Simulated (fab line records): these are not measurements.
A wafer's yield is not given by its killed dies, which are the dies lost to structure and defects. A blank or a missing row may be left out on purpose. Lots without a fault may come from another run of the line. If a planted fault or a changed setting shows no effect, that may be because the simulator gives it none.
Which tool was responsible? || flow n5_finfet || 11 lots with 33 wafers sampled at 2 steps, on a route of 1938 steps

== WHAT THE GAUGES SHOWED, per wafer ==
N5_BEOL_M6_THK_MEAS_53: measures by xrf. Usual: for M6_THK the level is 80.4 nm and the standard deviation is 1.7.
{"lot": "L485", "measured": "day 8 15:44", "on": "film_metro-02", "M6_THK (nm)": "80.3 81.7 80.6", "flag": ""}
{"lot": "L487", "measured": "day 9 01:40", "on": "film_metro-02", "M6_THK (nm)": "81.2 81.1 81.5", "flag": ""}
{"lot": "L489", "measured": "day 10 01:46", "on": "film_metro-01", "M6_THK (nm)": "76.2 77.8 75.5", "flag": ""}
{"lot": "L492", "measured": "day 10 18:52", "on": "film_metro-01", "M6_THK (nm)": "79.2 78.1 78.2", "flag": ""}
{"lot": "L495", "measured": "day 11 19:57", "on": "film_metro-02", "M6_THK (nm)": "80.6 79.9 79.7", "flag": ""}
{"lot": "L496", "measured": "day 12 20:07", "on": "film_metro-02", "M6_THK (nm)": "79.9 79.4 79.6", "flag": ""}
{"lot": "L497", "measured": "day 12 20:42", "on": "film_metro-02", "M6_THK (nm)": "82.0 79.6 80.7", "flag": ""}
{"lot": "L499", "measured": "day 12 21:31", "on": "film_metro-02", "M6_THK (nm)": "83.8 83.2 81.2", "flag": ""}
{"lot": "L500", "measured": "day 13 05:30", "on": "film_metro-02", "M6_THK (nm)": "79.3 80.3 80.2", "flag": ""}
{"lot": "L502", "measured": "day 13 20:10", "on": "film_metro-02", "M6_THK (nm)": "79.9 80.7 78.6", "flag": ""}
{"lot": "L503", "measured": "day 13 20:11", "on": "film_metro-01", "M6_THK (nm)": "80.5 80.5 80.5", "flag": ""}

N5_BEOL_M7_THK_MEAS_01. Usual: for M7_ILD_THK the level is 154.6 nm and the standard deviation is 1.8.
{"lot": "L485", "measured": "day 8 16:32", "on": "film_metro-02", "M7_ILD_THK (nm)": "153.1 153.1 155.4", "flag": ""}
{"lot": "L487", "measured": "day 9 02:34", "on": "film_metro-02", "M7_ILD_THK (nm)": "154.3 155.4 157.9", "flag": ""}
{"lot": "L489", "measured": "day 10 02:35", "on": "film_metro-02", "M7_ILD_THK (nm)": "152.7 153.8 153.4", "flag": ""}
{"lot": "L492", "measured": "day 10 20:41", "on": "film_metro-02", "M7_ILD_THK (nm)": "150.8 153.6 156.4", "flag": ""}
{"lot": "L495", "measured": "day 11 20:44", "on": "film_metro-01", "M7_ILD_THK (nm)": "154.5 156.2 158.1", "flag": ""}
{"lot": "L496", "measured": "day 12 20:54", "on": "film_metro-01", "M7_ILD_THK (nm)": "156.3 157.4 158.4", "flag": ""}
{"lot": "L497", "measured": "day 12 21:31", "on": "film_metro-01", "M7_ILD_THK (nm)": "152.8 152.1 153.7", "flag": ""}
{"lot": "L499", "measured": "day 12 22:20", "on": "film_metro-01", "M7_ILD_THK (nm)": "152.2 154.5 152.8", "flag": ""}
{"lot": "L500", "measured": "day 13 06:17", "on": "film_metro-02", "M7_ILD_THK (nm)": "152.5 155.8 155.6", "flag": ""}
{"lot": "L502", "measured": "day 13 20:56", "on": "film_metro-01", "M7_ILD_THK (nm)": "154.6 154.2 154.2", "flag": ""}
{"lot": "L503", "measured": "day 13 21:05", "on": "film_metro-02", "M7_ILD_THK (nm)": "153.5 154.2 155.3", "flag": ""}

== TOOL THAT RAN EACH LOT (tool first, then ch and the chambers of the sampled wafers, then the start) ==
Before these readings, the record contains no process step.

== WHAT THE TOOLS THEMSELVES READ (means of the sampled wafers that have a number; where no wafer has one, the mark that the record gives instead) ==
The record holds no such reading with a usual standard deviation.

== THE ANSWER, worked out from the rows above alone ==
Rule: a lot counts as off when the mean over its wafers that have a number is more than 3 standard deviations away from the usual mean. Also off: a lot with no number at a reading for which 4 or more lots have one. Any other lot the step has rows for is counted as sound. Order of review: gauges by route order, followed by the tools' own readings, for which a lot's mean as printed above is used. The first step at which some lot is off is used, and at that step the reading that is off furthest; a lot without a number counts as furthest.
Nothing can be told from this: no lot is off at any reading shown.

== WHAT HAD BEEN PUT IN BY THE SIMULATOR ==
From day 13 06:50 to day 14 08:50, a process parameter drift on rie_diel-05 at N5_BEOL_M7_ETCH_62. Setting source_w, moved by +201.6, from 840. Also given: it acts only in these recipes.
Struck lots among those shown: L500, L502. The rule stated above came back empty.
